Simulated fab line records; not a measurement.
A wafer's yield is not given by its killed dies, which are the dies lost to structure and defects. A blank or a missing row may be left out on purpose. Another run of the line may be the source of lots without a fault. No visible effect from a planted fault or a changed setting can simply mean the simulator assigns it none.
What tool caused it? :: flow nand_harc :: at 1 step of a route of 1159, 13 lots with 39 wafers sampled

## WHAT THE GAUGES SHOWED, per wafer
NHARC_A_M1_THK_MEAS_24: measures by xrf.
lot: L272
measured: day 18 03:53
on: film_metro-01
thk_nm (nm): 153.2 154.4 154.3

lot: L271
measured: day 18 04:24
on: film_metro-02
thk_nm (nm): 154.9 154.8 153.5

lot: L273
measured: day 18 13:04
on: film_metro-02
thk_nm (nm): 155.3 155.8 153.4

lot: L274
measured: day 18 13:23
on: film_metro-02
thk_nm (nm): 155.8 153.8 152.2

lot: L282
measured: day 20 12:43
on: film_metro-02
thk_nm (nm): 150.7 154.1 155.4

lot: L279
measured: day 21 00:38
on: film_metro-01
thk_nm (nm): 151.7 151.9 153.4

lot: L284
measured: day 21 04:28
on: film_metro-01
thk_nm (nm): 154.5 153.0 155.2

lot: L287
measured: day 22 15:57
on: film_metro-01
thk_nm (nm): 153.8 154.2 154.9

lot: L288
measured: day 22 16:54
on: film_metro-01
thk_nm (nm): 154.0 156.4 155.9

lot: L289
measured: day 22 20:26
on: film_metro-01
thk_nm (nm): 155.2 156.6 155.2

lot: L290
measured: day 23 03:00
on: film_metro-01
thk_nm (nm): 154.3 153.6 155.1

lot: L291
measured: day 23 13:28
on: film_metro-01
thk_nm (nm): 153.2 155.2 155.0

lot: L293
measured: day 23 17:23
on: film_metro-01
thk_nm (nm): 152.3 152.9 153.7

## WHAT TOOL EACH LOT RAN ON (gives the tool, then ch and the chambers of the sampled wafers, and finally the start)
Record: no process step prior to these readings.

## AS READ BY THE TOOLS THEMSELVES (means over the sampled wafers that have a number; for cases with no such wafer, the mark the record gives instead)
The record holds no such reading with a usual standard deviation.

## THE ANSWER, worked out from the rows above alone
Rule: usual is defined by the lots themselves. Put in order of their means at a reading, lots are off if they are a third of the lots or fewer, leave a main group of 4 or more, and stand apart from it by a gap of 3 or more times the standard deviation of the main group's means; of several such gaps the widest counts. A main group whose means are all the same, to the digits that the tables above print for the reading, isn't used. Also off: a lot with no number at a reading for which 4 or more lots have one. The other lots that the step has rows for count as sound. After the gauges, taken in route order, come the tools' own readings; for these a lot's mean is taken, as printed above. At the first step where some lot is off, the reading lying furthest off is the one used; lots without a number count as furthest.
None of the lots is off at any reading shown; this tells nothing.

## WHAT HAD BEEN PUT IN BY THE SIMULATOR
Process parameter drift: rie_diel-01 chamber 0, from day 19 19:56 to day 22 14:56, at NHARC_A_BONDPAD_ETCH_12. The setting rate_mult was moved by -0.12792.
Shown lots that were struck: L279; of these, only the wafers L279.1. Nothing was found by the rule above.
